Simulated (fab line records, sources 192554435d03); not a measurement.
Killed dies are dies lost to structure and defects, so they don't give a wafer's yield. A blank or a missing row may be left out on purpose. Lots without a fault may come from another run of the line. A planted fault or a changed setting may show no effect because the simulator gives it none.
Which tool did it? | flow n5_finfet | 12 lots, 36 wafers sampled, at 1 step of a route of 1938

WHAT THE GAUGES READ, wafer by wafer
N5_PMOS_HMC_CHANNEL_EPI_INSPECT_30: inspects for defects (darkfield).
lot  | measured    | on                | raw_defect_count
L075 | day 2 02:20 | defect_inspect-02 | 6 14 13
L077 | day 2 14:44 | defect_inspect-01 | 22 12 18
L079 | day 3 02:55 | defect_inspect-01 | 15 15 8
L081 | day 3 14:02 | defect_inspect-02 | 21 21 12
L083 | day 4 01:55 | defect_inspect-02 | 14 15 32
L085 | day 4 13:58 | defect_inspect-02 | 14 22 18
L087 | day 5 01:58 | defect_inspect-02 | 21 15 19
L089 | day 5 14:15 | defect_inspect-01 | 20 13 12
L091 | day 6 02:04 | defect_inspect-01 | 38 23 27
L093 | day 6 14:56 | defect_inspect-02 | 29 16 26
L095 | day 7 02:07 | defect_inspect-01 | 13 19 13
L097 | day 7 14:21 | defect_inspect-01 | 21 10 28

WHICH TOOL RAN EACH LOT (tool, then ch and the chambers of the sampled wafers, then the start)
The record holds no process step before these readings.

THE ANSWER, worked out from the rows above alone
Rule: what is usual is taken from the lots themselves. Put in order of their means at a reading, lots are off if they are a third of the lots or fewer, leave a main group of 4 or more, and stand apart from it by a gap of 3 or more times the standard deviation of the main group's means; of several such gaps the widest counts. A main group whose means are all the same, to the digits that the tables above print for the reading, isn't used. A lot without any number at a reading at which 4 lots or more have one is off too. The other lots that the step has rows for count as sound.
No lot is off at any reading shown: from this, nothing can be told.

WHAT THE SIMULATOR HAD PUT IN
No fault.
